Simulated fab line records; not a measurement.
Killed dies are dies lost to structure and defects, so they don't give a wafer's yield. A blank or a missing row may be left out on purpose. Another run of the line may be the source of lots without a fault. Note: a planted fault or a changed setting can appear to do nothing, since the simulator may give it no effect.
A single fault, viewed from 2 desks :: flow n5Finfet :: numbers are kept per desk, each desk with only its own; the story behind them comes last

AT THE METROLOGY DESK
Means of the sampled wafers that have a number, per lot and without regard to the tool the lot ran on: this is what the gauges read. Any lot whose mean is over 4 standard deviations away from the usual mean is out of limits and marked OUT; that distance is given in the brackets. Of its 13 readings 7 are shown: the one that was out of limits first, and those that lie furthest out on some lot.
Columns: A = IOFF_N at N5_BEOL_M4_RC_MEAS_101, usual 0.16 nA/um; B = SS_P at N5_BEOL_M4_RC_MEAS_101, usual 73.3 mV/dec; C = VT_N at N5_BEOL_M4_RC_MEAS_101, usual 250 mV; D = VT_P at N5_BEOL_M4_RC_MEAS_101, usual -250 mV; E = trenchDepthNm at N5_BEOL_M11_OCD_MEAS_38, usual 148.2 nm; F = M12_ILD_THK at N5_BEOL_M12_THK_MEAS_01, usual 662 nm; G = trenchDepthNm at N5_BEOL_M12_OCD_MEAS_35, usual 319 nm
lot: L658
first seen here: day 8 18:02
A: 0.14
B: 72.9
C: 253
D: -253
E: 147.1
F: 658
G: 323

lot: L662
first seen here: day 9 10:14
A: 0.12
B: 72.3
C: 255
D: -250
E: 148.8
F: 650
G: 323

lot: L661
first seen here: day 9 15:16
A: 0.19
B: 73.0
C: 249
D: -246
E: 150.4
F: 665
G: 322

lot: L664
first seen here: day 9 22:16
A: 0.13
B: 72.9
C: 254
D: -252
E: 146.5
F: 664
G: 319

lot: L665
first seen here: day 13 07:37
A: 0.18
B: 73.6
C: 249
D: -249
E: 148.0
F: 663
G: 319

lot: L671
first seen here: day 14 01:24
A: 0.16
B: 73.9
C: 250
D: -251
E: 147.3
F: 658
G: 319

lot: L667
first seen here: day 14 08:04
A: 0.17
B: 73.9
C: 252
D: -250
E: 147.4
F: 627
G: 294 (-6.0) OUT

lot: L676
first seen here: day 14 12:35
A: 0.14
B: 72.6
C: 252
D: -249
E: 145.0
F: 670
G: 315

lot: L666
first seen here: day 14 14:58
A: 0.17
B: 73.0
C: 247
D: -247
E: 152.2
F: 592 (-7.9) OUT
G: 263 (-14) OUT
This desk's verdict: out of limits on L666, L667, starting with L667 at day 17 09:13 (trenchDepthNm at N5_BEOL_M12_OCD_MEAS_35). Within limits: L658, L662, L661, L664, L665, L671, L676.

TOOL OWNER'S DESK, pecvd-02
The tool's own readings at N5_BEOL_M12_ILD_DEP_00 (deposits SiOC from DEMS/O2, target thk 658.92 nm, time 130.7 s): means of the sampled wafers that have a number, for each lot that ran on this tool. Any lot whose mean is over 4 standard deviations away from the usual mean is out of limits and marked OUT; that distance is given in the brackets.
Columns: A = chamberPressureTorr at N5_BEOL_M12_ILD_DEP_00, usual 5.001 Torr; B = heaterPowerOuterW at N5_BEOL_M12_ILD_DEP_00, usual 266 W; C = heaterPowerW at N5_BEOL_M12_ILD_DEP_00, usual 506 W; D = showerheadPlenumPTorr at N5_BEOL_M12_ILD_DEP_00, usual 5.694 Torr; E = throttleValvePct at N5_BEOL_M12_ILD_DEP_00, usual 12.2 %
lot: L661
first seen here: day 11 09:11
A: 5.005
B: 260
C: 496
D: 5.688
E: 12.3

lot: L671
first seen here: day 16 15:29
A: 4.997
B: 285
C: 534
D: 5.685
E: 12.3

lot: L667
first seen here: day 17 07:14
A: 5.010
B: 263
C: 509
D: 5.688
E: 12.3

lot: L666
first seen here: day 17 20:20
A: 4.988
B: 249
C: 466
D: 5.688
E: 12.3
This desk's finding: nothing out of limits on any of the 4 lots.

ALL TOGETHER
On L666, L667, the metrology desk was in a position to raise an alarm at day 17 09:13.
Nothing out of limits was seen by the tool owner's desk.
Tool owner's desk: L666, L667 on record, inside its limits.
Of the lots named, all ran N5_BEOL_M12_ILD_DEP_00 on pecvd-02.

WHAT HAD BEEN PUT IN BY THE SIMULATOR
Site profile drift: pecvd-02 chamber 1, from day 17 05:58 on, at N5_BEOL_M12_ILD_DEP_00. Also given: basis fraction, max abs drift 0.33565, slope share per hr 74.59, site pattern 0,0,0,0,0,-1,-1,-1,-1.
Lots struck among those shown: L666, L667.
Hours from the fault's start to each desk's first reading out of limits: the metrology desk, 3.
